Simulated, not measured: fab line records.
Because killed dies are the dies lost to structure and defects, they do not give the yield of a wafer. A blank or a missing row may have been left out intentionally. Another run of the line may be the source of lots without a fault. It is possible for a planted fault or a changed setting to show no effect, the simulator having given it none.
fab line records | flow n5_finfet
record lots=9 | wafers=27 | last_day=17
route steps=1938 shown FIN_CUT@169 STI_FIN_REVEAL@194 DUMMY_GATE@219 BEOL_M4@1111 PASSIVATION@1936
lots that met no fault: taken from a fault-free run of the same line
start_h: hours from the record's first day to the start of the lot's first wafer shown | wait_h: how many hours have passed since the lot's step before this one | " as in the row above | L1.1+2: several wafers, shown together as one row | - no value, or no start was given | * or withheld: withheld | < > ~ a bound
route shown NAME@n: names a module that has steps shown in the file, with the first one's number in the route | usual: mean and standard deviation over wafers with no fault | same: alike in all rows | chamber/n: place in a boat | sites: each site's reading | _std_site: how widely they spread, as a standard deviation | _edge_site: mean of outer sites minus mean of inner sites | radius_mm: for every site, how far away it sits from the centre of the wafer | mask NAME#n: copy n | behind: tool/chamber where the wafer was last shaped | hold: cause of the lot's hold/its duration in hours/its outcome | device: transistor that didn't switch, given as n, p or np | end of line: at the end of the route, the tests of the same wafers | for a step that has no rows: nothing shown but its recipe | killed: dies that structure and defects cost at the first sort, which is not the same as the wafer's yield | map: a wafer's dies, marking killed ones x, the rest . and places with no die _
set.NAME: setting as actually run; set.NAME@STEP: the setting as run at that earlier step | model.NAME: the simulator's own value behind a step, which no gauge read
the route's steps for a sample of lots (tables are steps, rows are wafers)
services: from which hour (start_h, from the record's first day; less than 0 if before it) a tool's chamber was out of use, for how many hours, and why
## steps
# step N5_FIN_CUT_ETCH_21
# recipe chemistry=N2/H2 | target=SOC | target_depth_a=2190 | overetch_a=438 | mask_material=SiARC | temp_c=40 | ion_energy_ev=100 | bias_w=61 | time_s=523.5 | pressure_mtorr=30 | source_w=850 | n2_flow_sccm=200 | h2_flow_sccm=200
# usual bias_w=61.00/0.16 | drypump_motor_current_A=5.8/0.48 | oes_product_au=0.68/0.042 | rf_vpp_V=240.4/1.3 | showerhead_plenum_p_Torr=2.53/0.083 | throttle_valve_pct=17.81/0.18
lot.wafer | tool        | chamber | start_h | wait_h | bias_w | drypump_motor_current_A | oes_product_au | rf_hours_counter_h | rf_vpp_V | showerhead_plenum_p_Torr | throttle_valve_pct
L701.1    | rie_diel-02 | 2       | 28.64   | 0.0    | 60.96  | 5.2                     | 0.64           | 218                | 239.8    | 2.50                     | 17.58
L701.4    | "           | 0       | "       | "      | 61.32  | 5.7                     | 0.72           | 97                 | 241.9    | 2.56                     | 17.98
L701.5    | "           | 3       | "       | "      | 60.97  | 6.3                     | 0.65           | -                  | 241.5    | 2.63                     | 17.71
L702.2    | rie_diel-04 | 2       | 33.50   | 0.0    | 61.14  | 5.7                     | 0.66           | 203                | 239.1    | 2.51                     | 17.96
L702.4    | "           | 0       | "       | "      | 60.94  | 5.6                     | 0.68           | 160                | 239.3    | 2.54                     | 18.02
L702.6    | "           | 1       | "       | "      | 60.75  | 6.1                     | 0.74           | -                  | 241.9    | 2.67                     | 17.66
L703.1    | rie_diel-04 | 3       | 39.58   | 0.0    | 61.09  | 5.9                     | 0.70           | 171                | 241.5    | 2.53                     | 17.95
L703.2    | "           | 0       | "       | "      | 61.03  | 5.6                     | 0.68           | 162                | 239.9    | 2.54                     | 18.02
L703.4    | "           | 1       | "       | "      | 60.78  | 6.1                     | 0.74           | 116                | 241.3    | 2.67                     | 17.66
L707.3    | rie_diel-02 | 1       | 65.10   | 0.0    | 61.26  | 5.7                     | 0.73           | 104                | 237.9    | 2.36                     | 17.29
L707.5    | "           | 2       | "       | "      | 61.03  | 5.2                     | 0.64           | -                  | 240.3    | 2.50                     | 17.59
L707.6    | "           | 3       | "       | "      | 61.16  | 6.3                     | 0.65           | -                  | 241.5    | 2.62                     | 17.73
L713.2    | rie_diel-04 | 1       | 101.93  | 0.0    | 60.97  | 6.1                     | 0.72           | 135                | 242.3    | 2.66                     | 17.69
L713.3    | "           | 0       | "       | "      | 61.27  | 5.6                     | 0.66           | 180                | 241.4    | 2.53                     | 18.05
L713.6    | "           | 2       | "       | "      | 61.23  | 5.7                     | 0.64           | -                  | 240.1    | 2.51                     | 18.00
L716.1    | rie_diel-02 | 2       | 117.59  | 0.0    | 61.21  | 5.2                     | 0.63           | 242                | 240.7    | 2.49                     | 17.62
L716.5    | "           | 1       | "       | "      | 60.92  | 5.7                     | 0.72           | -                  | 238.8    | 2.35                     | 17.31
L716.6    | "           | 2       | "       | "      | 60.81  | 5.1                     | 0.63           | -                  | 240.3    | 2.49                     | 17.63
L718.2    | rie_diel-04 | 2       | 128.82  | 0.0    | 61.22  | 5.7                     | 0.63           | 233                | 240.1    | 2.50                     | 18.02
L718.5    | "           | 2       | "       | "      | 60.93  | 5.7                     | 0.64           | -                  | 241.1    | 2.50                     | 18.01
L718.6    | "           | 1       | "       | "      | 61.04  | 6.1                     | 0.70           | -                  | 241.6    | 2.66                     | 17.70
L720.1    | rie_diel-02 | 3       | 142.54  | 0.0    | 60.99  | 6.3                     | 0.64           | 246                | 241.8    | 2.61                     | 17.77
L720.3    | "           | 0       | "       | "      | 61.13  | 5.7                     | 0.70           | 132                | 240.7    | 2.55                     | 18.02
L720.4    | "           | 0       | "       | "      | 61.20  | 5.7                     | 0.70           | -                  | 241.6    | 2.55                     | 18.02
L723.1    | rie_diel-04 | 2       | 162.15  | 0.0    | 61.31  | 5.7                     | 0.63           | 243                | 240.8    | 2.50                     | 18.04
L723.4    | "           | 1       | "       | "      | 61.11  | 6.1                     | 0.70           | 152                | 241.4    | 2.65                     | 17.72
L723.5    | "           | 1       | "       | "      | 60.96  | 6.1                     | 0.70           | -                  | 242.5    | 2.65                     | 17.72
# step N5_STI_FIN_REVEAL_PRECLEAN_29
# recipe chemistry=DHF | time_s=30 | temp_c=25 | dilution=300:1
lot.wafer  | tool         | chamber | start_h | wait_h
L701.1+4+5 | wet_bench-01 | 5,7,4   | 35.41   | 0.0
L702.2+4+6 | wet_bench-05 | 2,3,5   | 41.52   | 0.0
L703.1+2+4 | wet_bench-01 | 5,4,1   | 47.26   | 0.0
L707.3+5+6 | wet_bench-05 | 0,6,4   | 72.06   | 0.0
L713.2+3+6 | wet_bench-05 | 7,5,1   | 108.62  | 0.0
L716.1+5+6 | wet_bench-05 | 6,7,4   | 124.28  | 0.0
L718.2+5+6 | wet_bench-01 | 0,1,7   | 135.98  | 0.0
L720.1+3+4 | wet_bench-01 | 1,7,0   | 150.51  | 0.0
L723.1+4+5 | wet_bench-01 | 4,2,3   | 169.97  | 0.0
# step N5_STI_FIN_REVEAL_OXIDATION_31
# recipe chemistry=O2_PLASMA_REMOTE | temp_c=150 | time_s=20 | pressure_mtorr=1000 | source_power_w=2000 | o2_flow_sccm=3000
# usual drypump_motor_current_A=5.4/0.49 | heater_power_w=139/26
lot.wafer | tool            | chamber | start_h | wait_h | drypump_motor_current_A | heater_power_w | rf_hours_counter_h
L701.1    | plasma_asher-02 | 0       | 37.64   | 0.0    | 5.7                     | 159            | 77
L701.4    | "               | 1       | "       | "      | 6.0                     | 101            | -
L701.5    | "               | 0       | "       | "      | 5.7                     | 158            | -
L702.2    | plasma_asher-01 | 0       | 43.87   | 0.2    | 5.1                     | 144            | 30
L702.4    | "               | 0       | "       | "      | 5.1                     | 138            | -
L702.6    | "               | 1       | "       | "      | 4.7                     | 160            | -
L703.1    | plasma_asher-01 | 0       | 49.47   | 0.0    | 5.1                     | 137            | 32
L703.2    | "               | 1       | "       | "      | 4.7                     | 164            | 32
L703.4    | "               | 0       | "       | "      | 5.1                     | 139            | -
L707.3    | plasma_asher-02 | 0       | 74.31   | 0.1    | 5.7                     | 162            | -
L707.5    | "               | 1       | "       | "      | 6.0                     | 98             | -
L707.6    | "               | 0       | "       | "      | 5.7                     | 159            | -
L713.2    | plasma_asher-02 | 1       | 110.83  | 0.0    | 6.0                     | 100            | 89
L713.3    | "               | 1       | "       | "      | 6.0                     | 97             | -
L713.6    | "               | 1       | "       | "      | 6.0                     | 98             | -
L716.1    | plasma_asher-01 | 1       | 126.48  | 0.0    | 4.7                     | 161            | 48
L716.5    | "               | 0       | "       | "      | 5.1                     | 142            | -
L716.6    | "               | 1       | "       | "      | 4.7                     | 164            | -
L718.2    | plasma_asher-02 | 0       | 138.19  | 0.0    | 5.7                     | 158            | 95
L718.5    | "               | 0       | "       | "      | 5.7                     | 159            | -
L718.6    | "               | 1       | "       | "      | 6.0                     | 95             | -
L720.1    | plasma_asher-02 | 1       | 152.74  | 0.1    | 6.0                     | 97             | 101
L720.3    | "               | 1       | "       | "      | 6.0                     | 97             | -
L720.4    | "               | 0       | "       | "      | 5.7                     | 164            | -
L723.1    | plasma_asher-02 | 1       | 172.17  | 0.0    | 6.0                     | 98             | 108
L723.4    | "               | 1       | "       | "      | 6.0                     | 99             | -
L723.5    | "               | 0       | "       | "      | 5.7                     | 163            | -
# step N5_STI_FIN_REVEAL_INSPECT_13
# recipe inspect_instrument=darkfield | mode=post_clean
# usual raw_defect_count=10/4.5
lot.wafer | tool              | chamber | start_h | wait_h | raw_defect_count
L701.1    | defect_inspect-02 | -       | 38.61   | 0.0    | 17
L701.4    | "                 | -       | "       | "      | 8
L701.5    | "                 | -       | "       | "      | 7
L702.2    | defect_inspect-01 | -       | 44.53   | 0.0    | 15
L702.4    | "                 | -       | "       | "      | 3
L702.6    | "                 | -       | "       | "      | 9
L703.1    | defect_inspect-02 | -       | 50.10   | 0.0    | 17
L703.2    | "                 | -       | "       | "      | 7
L703.4    | "                 | -       | "       | "      | 22
L707.3    | defect_inspect-02 | -       | 74.92   | 0.0    | 12
L707.5    | "                 | -       | "       | "      | 11
L707.6    | "                 | -       | "       | "      | 9
L713.2    | defect_inspect-01 | -       | 111.47  | 0.0    | 758
L713.3    | "                 | -       | "       | "      | 664
L713.6    | "                 | -       | "       | "      | 748
L716.1    | defect_inspect-02 | -       | 127.15  | 0.0    | 727
L716.5    | "                 | -       | "       | "      | 726
L716.6    | "                 | -       | "       | "      | 715
L718.2    | defect_inspect-02 | -       | 138.82  | 0.0    | 26
L718.5    | "                 | -       | "       | "      | 6
L718.6    | "                 | -       | "       | "      | 14
L720.1    | defect_inspect-02 | -       | 153.84  | 0.0    | 17
L720.3    | "                 | -       | "       | "      | 11
L720.4    | "                 | -       | "       | "      | 13
L723.1    | defect_inspect-01 | -       | 172.81  | 0.0    | 5
L723.4    | "                 | -       | "       | "      | 8
L723.5    | "                 | -       | "       | "      | 12
# step N5_DUMMY_GATE_THK_MEAS_05
# usual thk_nm=72.2/0.98
lot.wafer | tool          | chamber | start_h | wait_h | thk_nm
L701.1    | film_metro-01 | -       | 42.79   | 0.1    | 72.5
L701.4    | "             | -       | "       | "      | 73.3
L701.5    | "             | -       | "       | "      | 72.0
L702.2    | film_metro-02 | -       | 48.70   | 0.1    | 70.9
L702.4    | "             | -       | "       | "      | 70.8
L702.6    | "             | -       | "       | "      | 70.8
L703.1    | film_metro-01 | -       | 54.85   | 0.2    | 71.7
L703.2    | "             | -       | "       | "      | 72.2
L703.4    | "             | -       | "       | "      | 70.9
L707.3    | film_metro-01 | -       | 80.92   | 0.1    | 73.5
L707.5    | "             | -       | "       | "      | 72.6
L707.6    | "             | -       | "       | "      | 73.3
L713.2    | film_metro-01 | -       | 115.65  | 0.1    | 71.7
L713.3    | "             | -       | "       | "      | 72.1
L713.6    | "             | -       | "       | "      | 70.6
L716.1    | film_metro-01 | -       | 131.34  | 0.2    | 71.7
L716.5    | "             | -       | "       | "      | 72.0
L716.6    | "             | -       | "       | "      | 71.9
L718.2    | film_metro-02 | -       | 143.49  | 0.2    | 72.2
L718.5    | "             | -       | "       | "      | 71.7
L718.6    | "             | -       | "       | "      | 72.5
L720.1    | film_metro-02 | -       | 158.02  | 0.1    | 71.4
L720.3    | "             | -       | "       | "      | 71.8
L720.4    | "             | -       | "       | "      | 72.9
L723.1    | film_metro-01 | -       | 178.98  | 0.2    | 71.2
L723.4    | "             | -       | "       | "      | 73.2
L723.5    | "             | -       | "       | "      | 72.3
# step N5_BEOL_M4_RC_MEAS_101
# usual DIBL_N=35.7/1.3 | DIBL_P=35.4/1.8 | IOFF_N=0.152/0.027 | IOFF_P=0.20/0.034 | ION_N=672/9.8 | ION_P=461/7.5 | SS_N=71.4/0.55 | SS_P=73.1/0.61 | VT_N=251/3.3 | VT_P=-251/3.6
lot.wafer | tool      | chamber | start_h | wait_h | DIBL_N[mV/V] | DIBL_P[mV/V] | IOFF_N[nA/um] | IOFF_P[nA/um] | ION_N[uA/um] | ION_P[uA/um] | SS_N[mV/dec] | SS_P[mV/dec] | VT_N[mV] | VT_P[mV]
L701.1    | prober-02 | 0       | 162.74  | 0.0    | 37.2         | 39.2         | 0.199         | 0.27          | 681          | 469          | 72.2         | 74.2         | 247      | -244
L701.4    | "         | 0       | "       | "      | 35.0         | 38.2         | 0.160         | 0.24          | 672          | 465          | 71.1         | 73.9         | 248      | -246
L701.5    | "         | 0       | "       | "      | 35.2         | 36.6         | 0.161         | 0.22          | 684          | 467          | 71.0         | 73.7         | 248      | -247
L702.2    | prober-01 | 0       | 167.97  | 0.2    | 34.0         | 32.5         | 0.114         | 0.16          | 661          | 457          | 70.3         | 72.7         | 255      | -255
L702.4    | "         | 0       | "       | "      | 35.2         | 34.1         | 0.133         | 0.18          | 670          | 464          | 70.6         | 73.5         | 253      | -251
L702.6    | "         | 0       | "       | "      | 34.4         | 34.2         | 0.126         | 0.18          | 659          | 452          | 71.3         | 73.0         | 255      | -250
L703.1    | prober-01 | 0       | 179.12  | 0.0    | 38.6         | 38.5         | 0.217         | 0.30          | 674          | 468          | 72.4         | 74.4         | 248      | -244
L703.2    | "         | 0       | "       | "      | 34.7         | 32.9         | 0.139         | 0.21          | 671          | 463          | 71.0         | 72.9         | 251      | -249
L703.4    | "         | 0       | "       | "      | 34.8         | 34.2         | 0.144         | 0.22          | 673          | 460          | 71.6         | 73.5         | 251      | -248
L707.3    | prober-02 | 0       | 200.58  | 0.3    | 35.7         | 36.7         | 0.162         | 0.23          | 680          | 468          | 71.3         | 72.6         | 247      | -247
L707.5    | "         | 0       | "       | "      | 35.7         | 36.7         | 0.163         | 0.23          | 678          | 467          | 71.4         | 72.1         | 247      | -248
L707.6    | "         | 0       | "       | "      | 35.1         | 36.3         | 0.152         | 0.22          | 678          | 467          | 71.0         | 73.0         | 249      | -247
L713.2    | prober-02 | 0       | 240.16  | 0.2    | 35.2         | 34.3         | 0.139         | 0.16          | 649          | 445          | 71.2         | 73.1         | 252      | -256
L713.3    | "         | 0       | "       | "      | 34.1         | 33.3         | 0.125         | 0.15          | 659          | 449          | 70.1         | 73.0         | 251      | -256
L713.6    | "         | 0       | "       | "      | 35.6         | 35.7         | 0.146         | 0.17          | 653          | 445          | 71.2         | 73.2         | 254      | -256
L716.1    | prober-01 | 0       | 256.09  | 0.0    | 35.6         | 34.7         | 0.137         | 0.17          | 675          | 451          | 71.7         | 73.1         | 254      | -254
L716.5    | "         | 0       | "       | "      | 35.8         | 35.1         | 0.145         | 0.18          | 665          | 456          | 71.5         | 73.2         | 253      | -256
L716.6    | "         | 0       | "       | "      | 37.4         | 37.0         | 0.172         | 0.21          | 670          | 454          | 71.8         | 73.4         | 250      | -251
L720.1    | prober-01 | 0       | 275.44  | 0.0    | 35.3         | 34.9         | 0.143         | 0.18          | 676          | 459          | 71.4         | 72.9         | 252      | -253
L720.3    | "         | 0       | "       | "      | 34.3         | 33.2         | 0.123         | 0.17          | 666          | 457          | 70.4         | 72.6         | 254      | -254
L720.4    | "         | 0       | "       | "      | 34.0         | 33.3         | 0.126         | 0.18          | 667          | 460          | 70.9         | 72.6         | 252      | -252
L718.2    | prober-01 | 0       | 279.11  | 0.2    | 34.7         | 33.2         | 0.143         | 0.19          | 674          | 463          | 72.2         | 73.0         | 252      | -249
L718.5    | "         | 0       | "       | "      | 33.4         | 31.7         | 0.122         | 0.17          | 666          | 462          | 71.8         | 73.3         | 254      | -251
L718.6    | "         | 0       | "       | "      | 35.4         | 35.0         | 0.164         | 0.21          | 676          | 469          | 72.1         | 73.5         | 252      | -249
L723.1    | prober-01 | 0       | 308.16  | 0.0    | 34.3         | 34.6         | 0.123         | 0.18          | 663          | 458          | 71.2         | 72.0         | 253      | -252
L723.4    | "         | 0       | "       | "      | 36.4         | 36.6         | 0.150         | 0.20          | 673          | 464          | 71.5         | 73.5         | 250      | -250
L723.5    | "         | 0       | "       | "      | 35.3         | 35.2         | 0.124         | 0.17          | 667          | 456          | 71.2         | 72.7         | 253      | -251
# step N5_PASSIVATION_PROBE_49
# usual defect_limited_yield=91.5/1.3 | killed_at_M0_to_M3=33/11 | killed_at_M4_up=14/5.3 | killed_at_contacts=11/6.3 | killed_at_front_end=38/10 | killed_at_other=3.7/2.8 | killed_dies=101/16 | killed_on_rim=13/3.4 | killed_open=67/12 | killed_short=32/7.4 | sort_bin_5_function=5.0/0.86 | sort_bin_6_memory=3.2/0.69 | sort_n_pass=1079/16 | sort_yield_pct=91.5/1.3
# same gross_dies=1180 | killed_at_back_side=0 | sort_bin_4_leakage[%]=0 | sort_bin_8_speed[%]=0
lot.wafer | tool      | chamber | start_h | wait_h | defect_limited_yield[%] | killed_at_M0_to_M3 | killed_at_M4_up | killed_at_contacts | killed_at_front_end | killed_at_other | killed_dies | killed_on_rim | killed_open | killed_short | sort_bin_5_function[%] | sort_bin_6_memory[%] | sort_n_pass | sort_yield_pct[%]
L707.3    | prober-02 | -       | 304.89  | 0.1    | 93.6                    | 20                 | 17              | 16                 | 20                  | 3               | 76          | 8             | 46          | 29           | 2.8                    | 3.1                  | 1104        | 93.6
L707.5    | prober-02 | -       | 304.99  | 0.2    | 90.9                    | 26                 | 16              | 22                 | 41                  | 2               | 107         | 11            | 82          | 24           | 5.2                    | 3.5                  | 1073        | 90.9
L707.6    | prober-02 | -       | 305.04  | 0.3    | 93.0                    | 21                 | 12              | 15                 | 34                  | 1               | 83          | 15            | 54          | 26           | 4.1                    | 2.8                  | 1097        | 93.0
L713.2    | prober-01 | -       | 347.54  | 0.1    | 80.7                    | 44                 | 9               | 12                 | 158                 | 5               | 228         | 21            | 69          | 33           | 11.4                   | 4.7                  | 952         | 80.7
L713.3    | prober-01 | -       | 347.59  | 0.1    | 82.5                    | 49                 | 17              | 12                 | 127                 | 2               | 207         | 28            | 87          | 43           | 10.2                   | 4.5                  | 973         | 82.5
L713.6    | prober-01 | -       | 347.74  | 0.3    | 79.5                    | 40                 | 21              | 16                 | 164                 | 1               | 242         | 12            | 75          | 25           | 13.1                   | 4.7                  | 938         | 79.5
L716.1    | prober-01 | -       | 356.41  | 0.0    | 84.2                    | 19                 | 24              | 12                 | 128                 | 3               | 186         | 30            | 61          | 21           | 10.1                   | 3.2                  | 994         | 84.2
L716.5    | prober-01 | -       | 356.61  | 0.2    | 82.9                    | 27                 | 10              | 6                  | 155                 | 4               | 202         | 16            | 57          | 17           | 10.9                   | 3.1                  | 978         | 82.9
L716.6    | prober-01 | -       | 356.66  | 0.3    | 85.7                    | 21                 | 17              | 5                  | 118                 | 8               | 169         | 28            | 69          | 33           | 8.9                    | 4.0                  | 1011        | 85.7
L720.1    | prober-01 | -       | 372.02  | 0.0    | 92.2                    | 32                 | 13              | 7                  | 38                  | 2               | 92          | 16            | 58          | 30           | 4.9                    | 2.5                  | 1088        | 92.2
L720.3    | prober-01 | -       | 372.12  | 0.1    | 91.2                    | 28                 | 13              | 15                 | 45                  | 3               | 104         | 15            | 68          | 30           | 4.4                    | 4.0                  | 1076        | 91.2
L720.4    | prober-01 | -       | 372.17  | 0.2    | 93.6                    | 24                 | 12              | 5                  | 33                  | 2               | 76          | 13            | 36          | 37           | 3.9                    | 2.2                  | 1104        | 93.6
L718.2    | prober-02 | -       | 381.80  | 0.1    | 91.7                    | 37                 | 9               | 3                  | 39                  | 10              | 98          | 10            | 55          | 42           | 4.8                    | 2.8                  | 1082        | 91.7
L718.5    | prober-02 | -       | 381.95  | 0.2    | 90.6                    | 38                 | 13              | 10                 | 43                  | 7               | 111         | 15            | 66          | 41           | 5.2                    | 3.7                  | 1069        | 90.6
L718.6    | prober-02 | -       | 382.00  | 0.3    | 90.5                    | 25                 | 16              | 22                 | 46                  | 3               | 112         | 16            | 73          | 37           | 5.8                    | 3.4                  | 1068        | 90.5
L723.1    | prober-01 | -       | 408.42  | 0.0    | 89.7                    | 37                 | 17              | 7                  | 57                  | 3               | 121         | 13            | 97          | 24           | 5.5                    | 4.6                  | 1059        | 89.7
L723.4    | prober-01 | -       | 408.57  | 0.2    | 91.6                    | 29                 | 13              | 9                  | 44                  | 4               | 99          | 11            | 66          | 31           | 5.0                    | 3.2                  | 1081        | 91.6
L723.5    | prober-01 | -       | 408.62  | 0.2    | 92.3                    | 15                 | 13              | 13                 | 45                  | 5               | 91          | 9             | 53          | 36           | 3.9                    | 3.1                  | 1089        | 92.3
# killed by level:class
L707.3 MOL_CONTACT_COAG:geometric_particle:open=12 BEOL_M0_SAQP:geometric_particle:open=6 BEOL_M7:geometric_particle:open=6 GATE_CUT:geometric_particle:short=4 MOL_CONTACT_COAG:geometric_particle:short=4 BEOL_M0_SAQP:geometric_particle:short=4 BEOL_M1:geometric_particle:open=4 BEOL_M4:geometric_particle:open=4
L707.5 MOL_CONTACT_COAG:geometric_particle:open=19 STI_FIN_REVEAL:geometric_particle:open=11 BEOL_M3:geometric_particle:open=10 BEOL_M4:geometric_particle:open=8 FIN_SAQP:geometric_particle:open=7 GATE_CUT:geometric_particle:short=6 FIN_SAQP:geometric_particle:short=4 BEOL_M1:geometric_particle:open=4
L707.6 MOL_CONTACT_COAG:geometric_particle:open=11 FIN_SAQP:geometric_particle:short=9 FIN_SAQP:geometric_particle:open=8 BEOL_M0_SAQP:geometric_particle:open=6 BEOL_M3:geometric_particle:open=5 STI_FIN_REVEAL:geometric_particle:open=4 MOL_CONTACT_COAG:geometric_particle:short=4 BEOL_M4:geometric_particle:open=4
L713.2 STI_FIN_REVEAL:unspecified=123 STI_FIN_REVEAL:geometric_particle:open=14 BEOL_M0_SAQP:geometric_particle:open=14 MOL_CONTACT_COAG:geometric_particle:open=12 BEOL_M0_SAQP:geometric_particle:short=7 BEOL_M2:geometric_particle:open=7 BEOL_M1:geometric_particle:open=6 FIN_SAQP:geometric_particle:short=5
L713.3 STI_FIN_REVEAL:unspecified=77 STI_FIN_REVEAL:geometric_particle:open=19 MOL_CONTACT_COAG:geometric_particle:open=11 BEOL_M0_SAQP:geometric_particle:short=11 BEOL_M1:geometric_particle:open=11 BEOL_M0_SAQP:geometric_particle:open=9 BEOL_M1:geometric_particle:short=8 STI_FIN_REVEAL:geometric_particle:short=6
L713.6 STI_FIN_REVEAL:unspecified=142 BEOL_M2:geometric_particle:open=18 BEOL_M4:geometric_particle:open=12 MOL_CONTACT_COAG:geometric_particle:open=11 BEOL_M1:geometric_particle:open=6 MOL_CONTACT_COAG:geometric_particle:short=5 BEOL_M3:geometric_particle:open=5 STI_FIN_REVEAL:geometric_particle:open=4
L716.1 STI_FIN_REVEAL:unspecified=103 BEOL_M4:geometric_particle:open=11 MOL_CONTACT_COAG:geometric_particle:open=9 FIN_SAQP:geometric_particle:short=6 FIN_SAQP:geometric_particle:open=5 BEOL_M0_SAQP:geometric_particle:open=5 BEOL_M5:geometric_particle:open=5 STARTING-WAFER:geometric_particle:open=4
L716.5 STI_FIN_REVEAL:unspecified=128 BEOL_M2:geometric_particle:open=9 STI_FIN_REVEAL:geometric_particle:open=8 MOL_CONTACT_COAG:geometric_particle:open=6 BEOL_M3:geometric_particle:open=6 FIN_SAQP:geometric_particle:open=5 BEOL_M0_SAQP:geometric_particle:short=4 BEOL_M0_SAQP:geometric_particle:open=4
L716.6 STI_FIN_REVEAL:unspecified=66 FIN_SAQP:geometric_particle:open=13 STI_FIN_REVEAL:geometric_particle:open=10 BEOL_M3:geometric_particle:open=8 FIN_SAQP:geometric_particle:short=7 BEOL_M4:geometric_particle:open=6 MOL_CONTACT_COAG:geometric_particle:open=5 BEOL_M4:geometric_particle:short=5
L720.1 FIN_SAQP:geometric_particle:open=9 BEOL_M0_SAQP:geometric_particle:short=9 BEOL_M0_SAQP:geometric_particle:open=9 FIN_SAQP:geometric_particle:short=7 MOL_CONTACT_COAG:geometric_particle:open=7 BEOL_M2:geometric_particle:open=6 DUMMY_GATE:geometric_particle:open=4 GATE_CUT:geometric_particle:short=4
L720.3 MOL_CONTACT_COAG:geometric_particle:open=11 FIN_SAQP:geometric_particle:open=10 BEOL_M2:geometric_particle:open=9 FIN_SAQP:geometric_particle:short=6 GATE_CUT:geometric_particle:short=6 BEOL_M0_SAQP:geometric_particle:open=6 DUMMY_GATE:geometric_particle:open=5 BEOL_M1:geometric_particle:open=5
L720.4 BEOL_M0_SAQP:geometric_particle:short=8 FIN_SAQP:geometric_particle:open=6 FIN_SAQP:geometric_particle:short=6 GATE_CUT:geometric_particle:short=5 MOL_CONTACT_COAG:geometric_particle:open=5 BEOL_M4:geometric_particle:open=5 BEOL_M0_SAQP:geometric_particle:open=4 BEOL_M2:geometric_particle:short=4
L718.2 BEOL_M0_SAQP:geometric_particle:short=8 BEOL_M1:geometric_particle:open=7 FIN_SAQP:geometric_particle:short=6 BEOL_M1:geometric_particle:short=6 FIN_SAQP:geometric_particle:open=5 BEOL_M0_SAQP:geometric_particle:open=5 BEOL_M3:geometric_particle:open=5 MIM_BOT:geometric_particle:short=5
L718.5 BEOL_M3:geometric_particle:open=16 STI_FIN_REVEAL:geometric_particle:open=9 FIN_SAQP:geometric_particle:open=8 BEOL_M4:geometric_particle:open=7 GATE_CUT:geometric_particle:short=6 MIM_TOP:geometric_particle:short=6 FIN_SAQP:geometric_particle:short=5 MOL_CONTACT_COAG:geometric_particle:open=5
L718.6 MOL_CONTACT_COAG:geometric_particle:open=19 FIN_SAQP:geometric_particle:short=10 STI_FIN_REVEAL:geometric_particle:open=7 FIN_SAQP:geometric_particle:open=6 GATE_CUT:geometric_particle:short=6 BEOL_M4:geometric_particle:open=6 BEOL_M1:geometric_particle:open=5 BEOL_M2:geometric_particle:open=5
L723.1 FIN_SAQP:geometric_particle:open=31 BEOL_M1:geometric_particle:open=11 BEOL_M4:geometric_particle:open=10 FIN_SAQP:geometric_particle:short=9 BEOL_M3:geometric_particle:open=7 STI_FIN_REVEAL:geometric_particle:open=7 MOL_CONTACT_COAG:geometric_particle:open=7 BEOL_M2:geometric_particle:open=7
L723.4 FIN_SAQP:geometric_particle:open=12 BEOL_M0_SAQP:geometric_particle:open=8 STI_FIN_REVEAL:geometric_particle:open=7 BEOL_M0_SAQP:geometric_particle:short=6 MOL_CONTACT_COAG:geometric_particle:open=5 BEOL_M2:geometric_particle:open=5 DUMMY_GATE:geometric_particle:open=4 STARTING-WAFER:geometric_particle:open=4
L723.5 DUMMY_GATE:geometric_particle:open=10 MOL_CONTACT_COAG:geometric_particle:open=7 BEOL_M2:geometric_particle:open=7 BEOL_M4:geometric_particle:short=6 MOL_CONTACT_COAG:geometric_particle:short=6 FIN_SAQP:geometric_particle:open=5 GATE_CUT:geometric_particle:short=5 STI_FIN_REVEAL:geometric_particle:open=4
## services
tool            | chamber | start_h | hours | kind
wet_bench-01    | -       | 9.47    | 1.2   | repair
plasma_asher-01 | -       | 20.88   | 2.8   | pm
plasma_asher-01 | -       | 37.97   | 2.7   | repair
plasma_asher-02 | -       | 42.71   | 8.5   | repair
plasma_asher-02 | -       | 97.39   | 8.7   | pm
wet_bench-01    | -       | 102.91  | 3.2   | repair
plasma_asher-02 | -       | 111.70  | 0.6   | repair
rie_diel-02     | 1       | 128.59  | 14.5  | repair
rie_diel-02     | 2       | 143.09  | -     | clean
rie_diel-02     | 2       | 143.09  | -     | consumable_replace:focus_ring
rie_diel-02     | 2       | 143.09  | 35.0  | scheduled_down
rie_diel-02     | 2       | 143.09  | 35.0  | vent_cycle
## key
first_sign step=N5_STI_FIN_REVEAL_INSPECT_13 | reading=raw_defect_count | direction=up | sigmas=99+ | usual=10 | struck=723
effect step=N5_PASSIVATION_PROBE_49 | reading=killed_at_front_end | direction=up | sigmas=10 | usual=38 | struck=142
more_kills_born_at N5_STI_FIN_REVEAL_PRECLEAN_29@wet_bench-05=639
met_at N5_STI_FIN_REVEAL_PRECLEAN_29
struck_lots L713,L716
not_acting_at N5_FIN_CUT_ETCH_21,N5_STI_FIN_REVEAL_OXIDATION_31,N5_DUMMY_GATE_THK_MEAS_05
onset_between 72.06 108.62
fault kind=chamber_particle_source | tool=wet_bench-05 | chamber=- | onset_h=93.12 | steps=N5_STI_FIN_REVEAL_PRECLEAN_29 | rate_per_visit_cm2=1.0956 | end_h=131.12
